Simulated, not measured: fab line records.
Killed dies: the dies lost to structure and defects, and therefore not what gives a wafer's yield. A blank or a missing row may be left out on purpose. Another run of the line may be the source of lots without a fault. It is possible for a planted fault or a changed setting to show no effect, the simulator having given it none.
Matching of chambers    flow nand harc    pecvd-03 running NHARC_A_SLIT_DEP_23: 3 sister chambers
The step deposits SiON, target thk 100 nm. 6 wafers are shown with their chamber, then 7 later ones without.

## WAFERS, EACH WITH ITS CHAMBER
wafer   chamber  heater power w (W)
L187.5  1        694
L188.1  0        650
L188.4  2        715
L188.5  1        849
L190.1  0        676
L190.3  2        824

## WAFERS MISSING THEIR CHAMBER
wafer   heater power w (W)
L190.5  825
L194.1  655
L194.3  842
L194.6  667
L193.4  821
L193.5  821
L193.6  603

## CHAMBER TAKEN BY EACH
wafer   from the rows above           in truth
L190.5  can't be placed: 1 or 2 or 0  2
L194.1  can't be placed: 0 or 2 or 1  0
L194.3  can't be placed: 1 or 2 or 0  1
L194.6  can't be placed: 0 or 2 or 1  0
L193.4  can't be placed: 1 or 2 or 0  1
L193.5  can't be placed: 1 or 2 or 0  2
L193.6  can't be placed: 0 or 2 or 1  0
Placed correctly: 0 of 7. Unplaceable from these rows: 7, with the true chamber sitting among the candidates in 7. 0 placed wrongly.
How it was worked out, from the rows above alone: a wafer's distance from a chamber is the root of the sum, over the readings, of the square of ((its reading less the chamber's mean) divided by the reading's scatter). The wafer belongs to the nearest chamber; if the next one is less than 2 further off, it can't be placed. For every chamber, the mean is computed from those of its wafers that are shown. The scatter: take each reading less its chamber's mean, square it, sum over the shown wafers, divide by the number of wafers less the number of chambers, and take the root.
